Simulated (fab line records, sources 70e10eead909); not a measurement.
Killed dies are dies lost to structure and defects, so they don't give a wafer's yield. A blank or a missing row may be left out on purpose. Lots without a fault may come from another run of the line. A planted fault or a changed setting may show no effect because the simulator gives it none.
fab line records | flow nand_harc
record lots=14 wafers=36 last_day=33
route steps=1302 shown A_SOURCE_PLATE@416 A_ONON_D1@427 A_CHANNEL_HOLE_D1@464 END@1302
lots that met no fault: from a run of the same line without faults
start_h: hours from the record's first day to the start of the lot's first wafer shown | wait_h: hours since the lot's step before | " the same as in the row above | L1.1+2: a row that stands for several wafers | - no value, or no start given | * or withheld: withheld | < > ~ a bound
route shown NAME@n: a module of which the file shows steps, and the number in the route of the first | usual: mean/standard deviation of fault-free wafers | same: alike in all rows | chamber/n: place in a boat | sites: the reading at each site | _std_site: their standard deviation | _edge_site: outer sites' mean less inner sites' | radius_mm: how far each site lies from the wafer's centre | mask NAME#n: copy n | behind: the tool/chamber that last shaped the wafer | hold: why the lot was held/for how many hours/how that ended | device: the transistor (n, p or np) that didn't switch | end of line: the same wafers' tests at the end of the route | a step without rows: its recipe alone | killed: dies lost to structure and defects at the first sort, not the wafer's yield | map: a wafer's dies, x killed, . not, _ none there
set.NAME: the setting as run; set.NAME@STEP: as run at that earlier step | model.NAME: the simulator's own value behind a step, which no gauge read
steps of the route over a sample of lots; a table a step, a row a wafer
services: from which hour (start_h, from the record's first day; less than 0 if before it) a tool's chamber was out of use, for how many hours, and why
## steps
# step NHARC_A_SOURCE_PLATE_THK_MEAS_09
# recipe thk_meas_gauge=ellipsometry
# usual thk_nm=9.6/1
# columns lot.wafer tool chamber start_h wait_h thk_nm
L670.1 film_metro-01 - 152.75 0.4 10.4
L670.2 " - " " 9.8
L670.4 " - " " 8.3
L669.3 film_metro-01 - 152.75 0.4 9.0
L669.4 " - " " 11.5
L669.6 " - " " 7.7
L671.1 film_metro-01 - 163.07 0.4 10.7
L671.4 " - " " 10.8
L671.6 " - " " 8.9
L672.1 film_metro-02 - 181.92 0.4 9.0
L672.3 " - " " 11.2
L672.5 " - " " 9.7
L673.2 film_metro-01 - 192.83 0.4 9.4
L673.3 " - " " 10.8
L673.4 " - " " 8.4
L675.3 film_metro-02 - 210.99 0.4 9.8
L675.4 " - " " 9.5
L675.5 " - " " 9.3
L676.2 film_metro-02 - 227.85 0.4 9.1
L676.5 " - " " 9.7
L676.6 " - " " 9.6
L681.2 film_metro-01 - 271.09 0.4 11.2
L681.4 " - " " 10.2
L681.6 " - " " 9.8
L682.3 film_metro-02 - 296.63 0.4 10.4
L683.5 film_metro-02 - 296.64 0.4 8.6
L686.2 film_metro-01 - 320.99 0.4 9.6
L686.4 " - " " 9.8
L686.5 " - " " 9.5
L687.3 film_metro-02 - 328.31 0.4 8.2
L689.1 film_metro-01 - 346.25 0.4 9.1
L689.2 " - " " 8.8
L689.4 " - " " 9.8
L690.1 film_metro-01 - 357.62 0.4 8.1
L690.3 " - " " 10.0
L690.5 " - " " 7.2
# step NHARC_A_ONON_D1_THK_MEAS_05
# recipe thk_meas_gauge=ellipsometry
# usual thk_nm=1002/11
# columns lot.wafer tool chamber start_h wait_h thk_nm
L670.1 film_metro-02 - 167.28 - 1023
L670.2 " - " " 1023
L670.4 " - " " 1022
L669.3 film_metro-01 - 167.29 - 1005
L669.4 " - " " 1007
L669.6 " - " " 1006
L671.1 film_metro-01 - 177.44 - 994
L671.4 " - " " 996
L671.6 " - " " 995
L672.1 film_metro-02 - 195.66 - 1012
L672.3 " - " " 1011
L672.5 " - " " 1014
L673.2 film_metro-01 - 207.02 - 994
L673.3 " - " " 994
L673.4 " - " " 992
L675.3 film_metro-01 - 225.37 - 978
L675.4 " - " " 977
L675.5 " - " " 977
L676.2 film_metro-02 - 242.10 - 987
L676.5 " - " " 988
L676.6 " - " " 987
L681.2 film_metro-01 - 285.28 - 1005
L681.4 " - " " 1007
L681.6 " - " " 1007
L682.3 film_metro-01 - 310.71 - 1002
L683.5 film_metro-02 - 310.71 - 984
L686.2 film_metro-02 - 334.73 - 1028
L686.4 " - " " 1030
L686.5 " - " " 1026
L687.3 film_metro-01 - 345.22 - 989
L689.1 film_metro-01 - 359.14 - 1014
L689.2 " - " " 1016
L689.4 " - " " 1014
L690.1 film_metro-01 - 371.31 - 998
L690.3 " - " " 998
L690.5 " - " " 999
# step NHARC_A_ONON_D1_DEP_33
# recipe target_thk_a=2000 temp_c=400 pressure_torr=6.5 rf_w=900 teos_flow_sccm=161.4 flow_sccm=2650 target_thk_nm=200 gas=O2 material=SiO2
# usual chamber_pressure_Torr=6.499/0.013 heater_power_outer_w=309/44 heater_power_w=553/77 rf_fwd_power_W=897.5/2.8 showerhead_vpp_V=1863/45 susceptor_temp_C=400.00/0.21 throttle_valve_pct=16.0/0.53
# columns lot.wafer tool chamber start_h wait_h chamber_pressure_Torr heater_power_outer_w heater_power_w rf_fwd_power_W showerhead_vpp_V susceptor_temp_C throttle_valve_pct
L670.1 pecvd-02 2 179.48 0.1 6.474 420 752 899.6 1826 399.86 16.3
L670.2 " 0 " " 6.495 299 598 899.2 1929 399.88 15.9
L670.4 " 2 " " 6.508 285 565 897.6 1793 399.85 16.5
L669.3 pecvd-01 1 179.49 0.1 6.487 254 459 901.2 1812 399.97 16.3
L669.6 " 1 " " 6.487 261 465 899.6 1800 400.15 16.2
L669.4 " 0 " " 6.496 348 601 900.1 1889 400.09 15.9
L671.1 pecvd-02 1 192.60 0.1 6.502 319 594 900.1 1838 399.94 16.5
L671.4 " 1 " " 6.486 320 602 897.5 1853 400.00 16.6
L671.6 " 0 " " 6.506 322 585 897.6 1946 400.45 16.0
L672.3 pecvd-04 2 207.30 0.1 6.483 257 440 898.2 1921 399.66 15.8
L672.1 " 1 " " 6.523 300 538 896.5 1900 400.06 15.7
L672.5 " 0 " " 6.535 334 582 898.0 1844 400.14 15.1
L673.3 pecvd-01 1 221.92 0.1 6.509 263 473 893.7 1778 399.59 16.4
L673.2 " 2 " " 6.500 307 499 898.6 1840 399.73 15.5
L673.4 " 0 " " 6.476 338 586 898.9 1893 400.31 15.9
L675.3 pecvd-04 2 237.33 0.2 6.504 216 392 898.0 1904 399.90 15.9
L675.4 " 0 " " 6.505 384 650 898.4 1833 400.02 15.1
L675.5 " 1 " " 6.506 305 550 896.4 1849 400.19 15.7
L676.2 pecvd-04 1 253.83 0.1 6.516 311 539 895.0 1864 400.19 15.7
L676.5 " 1 " " 6.518 320 560 893.7 1841 400.49 15.7
L676.6 " 2 " " 6.513 243 437 891.3 1927 400.08 16.1
L681.2 pecvd-04 2 297.16 0.1 6.514 289 491 896.3 1926 399.94 15.6
L681.4 " 1 " " 6.510 316 565 899.2 1898 400.52 15.3
L681.6 " 0 " " 6.503 342 558 898.1 1867 399.57 14.8
L682.3 pecvd-04 2 323.51 0.1 6.470 424 652 537.0 1498 399.96 15.8
L683.5 pecvd-04 2 323.92 0.4 6.509 381 633 541.2 1479 400.14 15.9
L686.2 pecvd-01 2 349.89 0.1 6.497 294 492 899.5 1835 400.11 16.1
L686.5 " 1 " " 6.489 257 479 891.7 1793 399.80 16.3
L686.4 " 2 " " 6.491 298 504 898.3 1861 400.16 16.0
L687.3 pecvd-04 2 361.13 0.1 6.481 379 612 539.3 1491 400.17 16.0
L689.1 pecvd-01 1 374.77 0.1 6.493 262 485 897.0 1806 399.82 16.5
L689.2 " 0 " " 6.501 369 643 898.6 1863 399.90 16.1
L689.4 " 2 " " 6.504 319 537 897.6 1830 400.07 15.8
L690.1 pecvd-01 0 383.77 0.1 6.491 408 713 898.0 1906 399.85 15.8
L690.3 " 1 " " 6.485 277 492 894.7 1754 399.85 16.7
L690.5 " 1 " " 6.487 296 509 895.9 1774 399.79 16.4
# step NHARC_A_ONON_D1_THK_MEAS_34
# recipe thk_meas_gauge=ellipsometry
# usual thk_nm=200.5/2.7
# columns lot.wafer tool chamber start_h wait_h hold thk_nm
L670.1 film_metro-02 - 179.85 - - 198.6
L670.2 " - " " - 199.4
L670.4 " - " " - 202.5
L669.3 film_metro-01 - 179.91 - - 201.3
L669.4 " - " " - 201.3
L669.6 " - " " - 204.7
L671.1 film_metro-01 - 193.09 0.4 - 196.4
L671.4 " - " " - 201.7
L671.6 " - " " - 197.4
L672.1 film_metro-02 - 207.71 - - 201.4
L672.3 " - " " - 197.5
L672.5 " - " " - 199.3
L673.2 film_metro-01 - 222.29 - - 203.7
L673.3 " - " " - 202.3
L673.4 " - " " - 204.4
L675.3 film_metro-01 - 237.66 - - 200.2
L675.4 " - " " - 198.0
L675.5 " - " " - 200.9
L676.2 film_metro-01 - 254.19 - - 201.5
L676.5 " - " " - 205.7
L676.6 " - " " - 205.0
L681.2 film_metro-01 - 297.54 - - 193.5
L681.4 " - " " - 196.7
L681.6 " - " " - 199.6
L682.3 film_metro-02 - 323.84 - await_dispo/0.2h/release 165.0
L682.3 film_metro-02 - 324.01 0.2 - 167.0
L683.5 film_metro-02 - 324.11 - await_dispo/0.2h/release 173.2
L683.5 film_metro-02 - 324.28 0.2 - 171.7
L686.2 film_metro-01 - 350.22 - - 202.1
L686.4 " - " " - 202.4
L686.5 " - " " - 201.1
L687.3 film_metro-01 - 361.45 - await_dispo/0.2h/release 168.0
L687.3 film_metro-01 - 361.63 0.2 - 170.1
L689.1 film_metro-01 - 375.18 - - 198.1
L689.2 " - " " - 197.6
L689.4 " - " " - 202.1
L690.1 film_metro-01 - 384.19 - - 198.3
L690.3 " - " " - 200.1
L690.5 " - " " - 202.7
# step NHARC_A_CHANNEL_HOLE_D1_INSPECT_12
# usual raw_defect_count=5.7/2.7
# columns lot.wafer tool chamber start_h wait_h raw_defect_count
L670.1 defect_inspect-02 - 182.76 0.0 6
L670.2 " - " " 11
L670.4 " - " " 10
L669.3 defect_inspect-01 - 182.91 0.0 7
L669.4 " - " " 12
L669.6 " - " " 6
L671.1 defect_inspect-02 - 195.87 0.0 3
L671.4 " - " " 3
L671.6 " - " " 3
L672.1 defect_inspect-02 - 212.20 0.0 6
L672.3 " - " " 3
L672.5 " - " " 4
L673.2 defect_inspect-01 - 225.28 0.0 8
L673.3 " - " " 5
L673.4 " - " " 6
L675.3 defect_inspect-01 - 243.38 0.0 5
L675.4 " - " " 6
L675.5 " - " " 5
L676.2 defect_inspect-01 - 262.98 0.0 5
L676.5 " - " " 4
L676.6 " - " " 15
L681.2 defect_inspect-02 - 303.96 0.0 7
L681.4 " - " " 6
L681.6 " - " " 1
L683.5 defect_inspect-01 - 330.37 0.0 2
L682.3 defect_inspect-01 - 331.99 0.0 4
L686.2 defect_inspect-01 - 353.06 0.0 8
L686.4 " - " " 5
L686.5 " - " " 8
L687.3 defect_inspect-01 - 366.53 0.0 1
L689.1 defect_inspect-02 - 383.54 0.0 5
L689.2 " - " " 7
L689.4 " - " " 6
L690.1 defect_inspect-02 - 387.93 0.0 4
L690.3 " - " " 7
L690.5 " - " " 12
# step NHARC_END_SORT_01
# recipe temp_c=25
# usual killed_at_array=53/21 killed_at_other=1.0/1.3 killed_at_periphery=3.8/2.4 killed_dies=58/21 killed_open=3.4/1.9 killed_short=2.4/1.5
# same gross_dies=677
# columns lot.wafer tool chamber start_h wait_h killed_at_array killed_at_other killed_at_periphery killed_dies killed_open killed_short
L683.5 prober-02 0 714.74 3.7 62 0 4 66 4 2
# killed by level:class
L683.5 A_CHANNEL_HOLE_D1:chamber_film_flake=31 A_SLIT:chamber_film_flake=16 A_CHANNEL_HOLE_D2:chamber_film_flake=7 A_CONTACT:chamber_film_flake=4 P_CONTACT:geometric_particle:open=2 P_CONTACT:geometric_particle:short=1 A_CHANNEL_HOLE_D1:geometric_particle:short=1 A_CHANNEL_FILL_D1:geometric_particle:open=1
## services
# columns tool chamber start_h hours kind
pecvd-04 - 166.78 1.7 repair
pecvd-02 2 188.27 14.4 repair
pecvd-02 - 227.22 13.0 pm
pecvd-02 0 227.22 13.0 vent_cycle
pecvd-02 1 227.22 13.0 vent_cycle
pecvd-01 1 266.02 4.1 repair
pecvd-04 - 271.41 13.0 pm
pecvd-04 0 271.41 13.0 vent_cycle
pecvd-04 1 271.41 13.0 vent_cycle
pecvd-04 2 271.41 13.0 vent_cycle
pecvd-04 0 284.41 - clean
pecvd-04 1 284.41 - clean
pecvd-04 2 284.41 - clean
pecvd-01 2 309.25 8.3 repair
pecvd-02 0 309.79 5.4 repair
pecvd-01 - 311.15 13.0 pm
pecvd-01 0 311.15 13.0 vent_cycle
pecvd-01 1 311.15 13.0 vent_cycle
pecvd-01 0 324.15 - clean
pecvd-01 1 324.15 - clean
pecvd-01 2 324.15 - clean
pecvd-02 0 346.57 7.1 repair
pecvd-01 0 352.98 11.3 repair
pecvd-02 - 379.51 0.3 repair
## key
first_sign step=NHARC_A_ONON_D1_DEP_33 reading=rf_fwd_power_W direction=down sigmas=99+ usual=* struck=*
effect step=NHARC_A_ONON_D1_DEP_33 reading=showerhead_vpp_V direction=down sigmas=8.2 usual=1863 struck=1489
effect step=NHARC_A_ONON_D1_THK_MEAS_34 reading=visit direction=added
effect step=NHARC_A_ONON_D1_THK_MEAS_34 reading=thk_nm direction=down sigmas=12 usual=200.5 struck=168.7
met_at NHARC_A_ONON_D1_DEP_33
struck_lots L682,L683,L687
struck_wafers L682.3,L683.5,L687.3
tester_left_out L682,L683,L687
not_acting_at NHARC_A_SOURCE_PLATE_THK_MEAS_09,NHARC_A_ONON_D1_THK_MEAS_05,NHARC_A_CHANNEL_HOLE_D1_INSPECT_12
fault kind=process_parameter_drift tool=pecvd-04 chamber=2 onset_h=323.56 steps=NHARC_A_ONON_D1_DEP_33 channel=rf_w offset=* shape=step end_h=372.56 acts_in=* stated=*
# tester_left_out: of these lots the tester's yield and bins aren't shown, on N5 and GAA mostly nor the transistor test; their killed dies are dies lost to structure and defects alone, not to doping, threshold or leakage, so they don't give the yield
